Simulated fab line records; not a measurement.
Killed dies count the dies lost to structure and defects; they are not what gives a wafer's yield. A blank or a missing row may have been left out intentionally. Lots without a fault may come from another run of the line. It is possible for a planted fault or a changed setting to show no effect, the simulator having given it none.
Which of the tools did it? -- flow nand-harc -- 33 wafers from 11 lots sampled at 6 of the route's 1302 steps

== WHAT THE GAUGES SHOWED, per wafer ==
NHARC_A_M0_CD_MEAS_09 targets a cd of 80 nm. Usual: 80.0 nm for cd-nm, sd 0.67.
lot,measured,on,cd-nm (nm),flag
L810,day 23 10:22,cd-sem-02,79.9 79.8 80.3,
L809,day 23 11:13,cd-sem-03,79.9 80.3 80.6,
L813,day 24 13:25,cd-sem-03,79.8 80.1 79.5,
L815,day 25 07:04,cd-sem-02,79.6 78.8 79.2,
L820,day 26 20:25,cd-sem-01,80.0 78.7 79.7,
L819,day 27 02:28,cd-sem-02,79.8 78.7 80.3,
L822,day 28 14:15,cd-sem-03,83.6 83.1 83.8,OFF
L828,day 31 03:37,cd-sem-02,80.8 80.7 80.1,
L829,day 31 05:17,cd-sem-01,81.0 80.7 79.9,
L830,day 31 14:54,cd-sem-01,80.9 80.3 80.2,
L831,day 32 05:11,cd-sem-01,80.1 80.1 81.3,

NHARC_A_M0_CD_MEAS_16. Usual: 79.9 nm for cd-nm, sd 1.
lot,measured,on,cd-nm (nm),flag
L810,day 23 10:50,cd-sem-02,79.2 79.1 79.9,
L809,day 23 11:45,cd-sem-01,80.8 79.7 80.3,
L813,day 24 13:56,cd-sem-01,80.4 80.9 80.9,
L815,day 25 07:34,cd-sem-03,80.3 79.3 79.3,
L820,day 26 20:55,cd-sem-01,81.4 78.8 80.1,
L819,day 27 02:57,cd-sem-03,78.9 77.4 80.4,
L822,day 28 14:44,cd-sem-03,83.0 82.2 83.3,
L828,day 31 04:05,cd-sem-01,80.3 80.5 79.3,
L829,day 31 05:46,cd-sem-02,81.6 82.0 80.0,
L830,day 31 15:23,cd-sem-02,81.2 82.1 81.0,
L831,day 32 05:40,cd-sem-01,81.2 81.6 82.3,

== EACH LOT AND THE TOOL THAT RAN IT (in order: tool; ch and the chambers of the sampled wafers; start) ==
lot,NHARC_A_BLC_ETCH_17,NHARC_A_BLC_CMP_25,NHARC_A_M0_PEB_07,NHARC_A_M0_DESCUM_14
L810,"rie-diel-09 ch 0,1,2, day 23 09:04 or earlier","cmp-03 ch 0,1,2, day 23 09:04","litho-track-01 ch 0, day 23 10:17","rie-diel-13 ch 0,1,3, day 23 10:32"
L809,"rie-diel-03 ch 0,1,2, day 23 09:56 or earlier","cmp-03 ch 0,1,3, day 23 09:56","litho-track-04 ch 0, day 23 11:08","rie-diel-02 ch 0,1,3, day 23 11:28"
L813,"rie-diel-03 ch 0,1,3, day 24 12:15 or earlier","cmp-01 ch 1,2,3, day 24 12:15","litho-track-04 ch 0, day 24 13:19","rie-diel-12 ch 0,2, day 24 13:36"
L815,"rie-diel-03 ch 1,2, day 25 05:53 or earlier","cmp-03 ch 0,1, day 25 05:53","litho-track-01 ch 0, day 25 06:59","rie-diel-02 ch 1,3, day 25 07:15"
L820,"rie-diel-09 ch 0,2,3, day 26 19:14 or earlier","cmp-03 ch 2,3, day 26 19:14","litho-track-01 ch 0, day 26 20:20","rie-diel-02 ch 0,1,3, day 26 20:37"
L819,"rie-diel-09 ch 2,3, day 27 01:16 or earlier","cmp-01 ch 2,3, day 27 01:16","litho-track-04 ch 0, day 27 02:23","rie-diel-13 ch 0,1, day 27 02:39"
L822,"rie-diel-09 ch 1,2,3, day 28 12:59 or earlier","cmp-02 ch 2,3, day 28 12:59","litho-track-04 ch 0, day 28 14:10","rie-diel-13 ch 0,1,2, day 28 14:27"
L828,"rie-diel-03 ch 0,2,3, day 31 02:18 or earlier","cmp-02 ch 0,1,2, day 31 02:18","litho-track-01 ch 0, day 31 03:32","rie-diel-02 ch 0,1,2, day 31 03:47"
L829,"rie-diel-03 ch 0,1,2, day 31 04:07 or earlier","cmp-01 ch 1,2,3, day 31 04:07","litho-track-01 ch 0, day 31 05:13","rie-diel-13 ch 0,1,3, day 31 05:29"
L830,"rie-diel-09 ch 0,1,2, day 31 13:36 or earlier","cmp-02 ch 2,3, day 31 13:36","litho-track-01 ch 0, day 31 14:49","rie-diel-13 ch 0,1,3, day 31 15:05"
L831,"rie-diel-03 ch 1,2,3, day 32 04:00 or earlier","cmp-03 ch 0,3, day 32 04:00","litho-track-06 ch 0, day 32 05:06","rie-diel-13 ch 1,3, day 32 05:22"
- NHARC_A_BLC_ETCH_17: etches the open film in N2/H2, target depth 390 nm, time 609.38 s.
- NHARC_A_BLC_CMP_25: polishes, t overpolish 30 s, target thk 150 nm.
- NHARC_A_M0_PEB_07: peb time 65 s.
- NHARC_A_M0_DESCUM_14: chemistry O2, time 3 s.

== WHAT THE TOOLS THEMSELVES READ (means of the sampled wafers that have a number; where no wafer has one, the mark that the record gives instead) ==
NHARC_A_BLC_ETCH_17. Usual: drypump-motor-current-A 5.7 A, standard deviation 0.34; oes-product-au 1.001 a.u., standard deviation 0.0092; rf-vpp-V 429.3 V, standard deviation 2.8; showerhead-plenum-p-Torr 2.00 Torr, standard deviation 0.095; throttle-valve-pct 14.172 %, standard deviation 0.0085.
lot,tool,drypump-motor-current-A (A),oes-product-au (a.u.),rf-vpp-V (V),showerhead-plenum-p-Torr (Torr),throttle-valve-pct (%),flag
L810,rie-diel-09,5.7,0.998,429.7,2.04,14.166,
L809,rie-diel-03,5.6,0.999,430.2,2.00,14.170,
L813,rie-diel-03,5.6,0.996,427.9,1.97,14.175,
L815,rie-diel-03,5.9,0.999,427.9,1.97,14.166,
L820,rie-diel-09,5.8,1.001,429.6,2.03,14.174,
L819,rie-diel-09,5.6,1.001,428.9,1.97,14.173,
L822,rie-diel-09,5.5,0.992,428.8,1.98,14.173,
L828,rie-diel-03,5.6,1.009,430.8,2.03,14.176,
L829,rie-diel-03,5.6,0.992,429.9,2.00,14.184,
L830,rie-diel-09,5.7,0.996,430.5,2.03,14.162,
L831,rie-diel-03,5.8,1.012,429.5,1.99,14.164,

NHARC_A_BLC_CMP_25. Usual: motor-current-A 11.8 A, standard deviation 1.3; overpolish-run-s 30.001 s, standard deviation 0.0089; time-to-endpoint-s 30.3 s, standard deviation 2.8.
lot,tool,motor-current-A (A),overpolish-run-s (s),time-to-endpoint-s (s),flag
L810,cmp-03,12.3,30.000,30.3,
L809,cmp-03,11.4,30.003,32.2,
L813,cmp-01,10.9,29.996,29.4,
L815,cmp-03,11.9,30.004,26.3,
L820,cmp-03,11.6,30.010,30.3,
L819,cmp-01,10.5,29.999,25.5,
L822,cmp-02,12.3,29.990,32.4,
L828,cmp-02,11.8,30.004,29.9,
L829,cmp-01,10.9,30.004,29.3,
L830,cmp-02,12.5,30.003,30.2,
L831,cmp-03,12.2,30.003,28.9,

NHARC_A_M0_PEB_07. Usual: 22.98 C for resist-line-temp-C, sd 0.082.
lot,tool,resist-line-temp-C (C),flag
L810,litho-track-01,23.04,
L809,litho-track-04,22.93,
L813,litho-track-04,22.99,
L815,litho-track-01,23.01,
L820,litho-track-01,23.02,
L819,litho-track-04,22.86,
L822,litho-track-04,22.99,
L828,litho-track-01,22.98,
L829,litho-track-01,23.00,
L830,litho-track-01,23.08,
L831,litho-track-06,22.90,

NHARC_A_M0_DESCUM_14. Usual: drypump-motor-current-A 5.8 A, standard deviation 0.43; o2-flow-sccm 200.0 sccm, standard deviation 0.57; oes-product-au 1.001 a.u., standard deviation 0.011; rf-vpp-V 57.7 V, standard deviation 0.83; showerhead-plenum-p-Torr 1.87 Torr, standard deviation 0.057; throttle-valve-pct 11.311 %, standard deviation 0.009.
lot,tool,drypump-motor-current-A (A),o2-flow-sccm (sccm),oes-product-au (a.u.),rf-vpp-V (V),showerhead-plenum-p-Torr (Torr),throttle-valve-pct (%),flag
L810,rie-diel-13,5.8,200.1,0.994,57.8,1.85,11.316,
L809,rie-diel-02,5.8,200.1,1.004,57.5,1.90,11.315,
L813,rie-diel-12,5.5,199.9,1.018,57.3,1.88,11.305,
L815,rie-diel-02,5.9,200.0,1.024,56.9,1.86,11.306,
L820,rie-diel-02,5.9,199.7,1.008,57.9,1.90,11.313,
L819,rie-diel-13,5.8,199.8,1.009,57.5,1.80,11.309,
L822,rie-diel-13,5.7,199.3,1.003,57.7,1.83,11.315,
L828,rie-diel-02,6.1,200.0,0.989,59.4,1.92,11.315,
L829,rie-diel-13,5.8,199.8,1.006,57.6,1.85,11.308,
L830,rie-diel-13,5.8,200.1,1.002,57.0,1.85,11.303,
L831,rie-diel-13,5.8,199.8,1.001,58.1,1.89,11.313,

== THE ANSWER, worked out from the rows above alone ==
Rule: a lot counts as off when the mean over its wafers that have a number is more than 3 standard deviations away from the usual mean. A lot without any number at a reading at which 4 lots or more have one is off too. All remaining lots with rows at the step are treated as sound. After the gauges, taken in route order, come the tools' own readings; for these a lot's mean is taken, as printed above. The first step at which some lot is off is used, and at that step the reading that is off furthest; a lot without a number counts as furthest.
Off: L822, at NHARC_A_M0_CD_MEAS_09 (cd-nm).
A tool fits if, at a process step before that reading, it ran every lot that is off, and no sound lot after the first of them. The gauges at NHARC_A_M0_CD_MEAS_09 are tried like those tools. NHARC_A_BLC_ETCH_17: start missing for some lots; hours and lot order therefore follow NHARC_A_BLC_CMP_25. 2 tools fit, litho-track-04 at NHARC_A_M0_PEB_07 and cd-sem-03 at NHARC_A_M0_CD_MEAS_09, so this cannot tell which one it is.

== WHAT HAD BEEN PUT IN BY THE SIMULATOR ==
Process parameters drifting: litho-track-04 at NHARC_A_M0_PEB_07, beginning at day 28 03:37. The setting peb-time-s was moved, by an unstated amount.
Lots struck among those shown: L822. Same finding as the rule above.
